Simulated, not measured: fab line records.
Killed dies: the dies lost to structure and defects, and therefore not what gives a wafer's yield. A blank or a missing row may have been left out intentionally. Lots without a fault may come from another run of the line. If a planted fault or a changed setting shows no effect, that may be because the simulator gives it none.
Chamber matching + flow n5_finfet + 4 sister chambers for N5_DUMMY_GATE_ETCH_32 on rie_si-01
The step etches SiO2 in CF4, target depth 3.5 nm, time 3.9 s. 16 wafers are shown with their chamber, then 8 later ones without.

WAFERS, EACH WITH ITS CHAMBER
| wafer  | chamber | drypump_motor_current_A (A) | throttle_valve_pct (%) | oes_product_au (a.u.) |
|--------|---------|-----------------------------|------------------------|-----------------------|
| L076.1 | 2       | 5.5                         | 21.66                  | 0.979                 |
| L076.3 | 1       | 5.2                         | 21.93                  | 0.990                 |
| L076.4 | 0       | 6.7                         | 21.79                  | 1.002                 |
| L077.2 | 2       | 5.5                         | 21.67                  | 0.988                 |
| L077.4 | 1       | 5.2                         | 21.94                  | 1.003                 |
| L077.5 | 1       | 5.2                         | 21.93                  | 0.999                 |
| L084.1 | 0       | 6.8                         | 21.80                  | 0.995                 |
| L084.2 | 1       | 5.2                         | 21.94                  | 1.002                 |
| L084.4 | 3       | 5.7                         | 22.17                  | 0.979                 |
| L086.1 | 3       | 5.7                         | 22.19                  | 0.966                 |
| L086.3 | 0       | 6.7                         | 21.78                  | 1.009                 |
| L086.4 | 1       | 5.2                         | 21.94                  | 1.002                 |
| L087.3 | 3       | 5.7                         | 22.17                  | 0.959                 |
| L087.4 | 1       | 5.2                         | 21.93                  | 0.999                 |
| L087.6 | 1       | 5.2                         | 21.94                  | 1.008                 |
| L092.1 | 0       | 6.8                         | 21.79                  | 0.998                 |

SIGNATURES (means of the wafers above)
| reading                 | chamber 0 | chamber 1 | chamber 2 | chamber 3 | scatter within a chamber |
|-------------------------|-----------|-----------|-----------|-----------|--------------------------|
| drypump_motor_current_A | 6.750     | 5.200     | 5.500     | 5.700     | 0.0289                   |
| throttle_valve_pct      | 21.7900   | 21.9357   | 21.6650   | 22.1767   | 0.00757                  |
| oes_product_au          | 1.00100   | 1.00043   | 0.98350   | 0.96800   | 0.0067                   |
Rule: for each reading, subtract the chamber's mean from the wafer's reading, divide by that reading's scatter and square the result; add these up over the readings and take the root, which gives the wafer's distance from the chamber. If the next closest chamber is less than 2 further off than the closest, the wafer can't be placed; otherwise it belongs to the closest. How the scatter is found: for the shown wafers, subtract from each reading the mean of its chamber, square and add these, divide the total by (wafers less chambers), then take the root.

WAFERS WITHOUT THEIR CHAMBER
| wafer  | drypump_motor_current_A (A) | throttle_valve_pct (%) | oes_product_au (a.u.) |
|--------|-----------------------------|------------------------|-----------------------|
| L092.3 | 5.5                         | 21.67                  | 0.990                 |
| L092.6 | 5.1                         | 21.95                  | 0.997                 |
| L093.2 | 5.1                         | 21.94                  | 1.015                 |
| L093.4 | 5.5                         | 21.67                  | 0.999                 |
| L093.6 | 5.5                         | 21.67                  | 0.990                 |
| L096.1 | 5.7                         | 22.17                  | 0.963                 |
| L096.2 | 6.7                         | 21.81                  | 1.003                 |
| L096.6 | 6.7                         | 21.81                  | 1.006                 |

CHAMBER TAKEN BY EACH
| wafer  | from the rows above | in truth |
|--------|---------------------|----------|
| L092.3 | 2                   | 2        |
| L092.6 | 1                   | 1        |
| L093.2 | 1                   | 1        |
| L093.4 | 2                   | 2        |
| L093.6 | 2                   | 2        |
| L096.1 | 3                   | 3        |
| L096.2 | 0                   | 0        |
| L096.6 | 0                   | 0        |
Placed correctly: 8 of 8. Left unplaced by these rows: 0. Placed wrongly: 0.
